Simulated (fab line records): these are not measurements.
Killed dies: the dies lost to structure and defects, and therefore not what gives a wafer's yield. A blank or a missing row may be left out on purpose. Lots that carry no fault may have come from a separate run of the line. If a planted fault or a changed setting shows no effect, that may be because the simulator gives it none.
A lot that was struck, set against a sound lot + flow nand-harc + 12 out of 1302 route steps
Sound: these wafers, L658.3, L658.5, L658.6. The struck wafers were L668.2, L668.4, L668.5. Last of all comes the cause.
Each step with rows lists, per side, the tool, then ch with its chambers, then its first start. Under that, the readings that differ: sound wafers + struck wafers + difference of the means + sigmas: that difference in standard deviations of wafers without a fault.
alike: words and numbers the same on both sides, and readings whose means are apart by under 2 such deviations; not compared: readings that were withheld, readings missing a value for some wafer, numbers with overlapping values and no deviation given by the record, and bounds like >300 which may hide the same value.
The two part at a step that has a row with sigmas, a row that says differs or no value, or rows on one side only. Numbers that don't overlap but have no deviation are shown without sigmas and don't part them. A reading that every wafer of one side lacks parts them only if that side has two wafers or more.

first, 1 step without rows for these wafers: NHARC_A_CHANNEL_FILL_D2_ANNEAL_22 (time 7200 s).
NHARC_A_CHANNEL_FILL_D2_ALD_25: deposits SiOx, target thk 60 nm, pulse time 10 s, ald cycles 600.
  sound on ald-hk-03 ch 1,2,3, day 18 11:11; struck on ald-hk-03 ch 1,2, day 22 14:28
  alike: heater-power-w, precursor-pulse-height-rel
NHARC_A_CHANNEL_FILL_D2_ETCHBACK_08: etches the open film in C4F8, target depth 220 nm, time 110 s.
  sound: rie-diel-11 ch 1,2; struck: rie-diel-11 ch 1,2,3
| reading               | sound          | struck         | difference | sigmas |
|-----------------------|----------------|----------------|------------|--------|
| oes-product-au (a.u.) | 1.00 0.99 1.00 | 0.92 0.93 0.92 | -0.07      | -2     |
  alike: rf-vpp-V
  not compared: rf-hours-counter-h
NHARC_A_CHANNEL_FILL_D2_STRIP_29: strips in O2, time 20 s.
  sound: rie-diel-11 ch 1,2,3; struck: rie-diel-11 ch 0,1,3
  alike: drypump-motor-current-A, oes-product-au, rf-vpp-V, showerhead-plenum-p-Torr, throttle-valve-pct
  not compared: rf-hours-counter-h
then, 3 steps without rows for these wafers: NHARC_A_CHANNEL_FILL_D2_PRECLEAN_30 (cleans in dHF, time 30 s); NHARC_A_CHANNEL_FILL_D2_SRD_31; NHARC_A_CHANNEL_FILL_D2_CVD_09 (deposits poly-Si, target thk 150 nm, time 3000 s).
NHARC_A_CHANNEL_FILL_D2_CMP_10: polishes, target thk 150 nm.
  sound on cmp-03 ch 0,1, day 18 21:11; struck on cmp-04 ch 0,2, day 23 01:13
  alike: motor-current-A, slurry-filter-dp-kPa, time-to-endpoint-s
then, 1 step without rows for these wafers: NHARC_A_CHANNEL_FILL_D2_SRD_12.
NHARC_A_CHANNEL_FILL_D2_RTA_24: time 5 s.
  sound on rtp-anneal-02 ch 0, day 18 21:38; struck on rtp-anneal-01 ch 0, day 23 02:18
  alike: lamp-power-pct, wafer_temp_C_max
NHARC_A_CHANNEL_FILL_D2_INSPECT_13:
  struck on defect-inspect-02, day 23 02:28; sound on defect-inspect-02, day 18 21:46
  alike: raw-defect-count
-- the record jumps here: 9 days lie between the struck wafers' starts before and after (it left off in module A_CHANNEL_FILL_D2 and takes up again in module END, whose first step shown is number 1302 of the route) --
NHARC_END_SORT_01:
  the record has rows for the struck wafers here (prober-01 ch 0, day 32 02:02) and none for the sound ones

WHERE THEY PART
At NHARC_A_CHANNEL_FILL_D2_ETCHBACK_08 first; at NHARC_END_SORT_01 last (within this record only).

WHY: whatever the simulator had introduced
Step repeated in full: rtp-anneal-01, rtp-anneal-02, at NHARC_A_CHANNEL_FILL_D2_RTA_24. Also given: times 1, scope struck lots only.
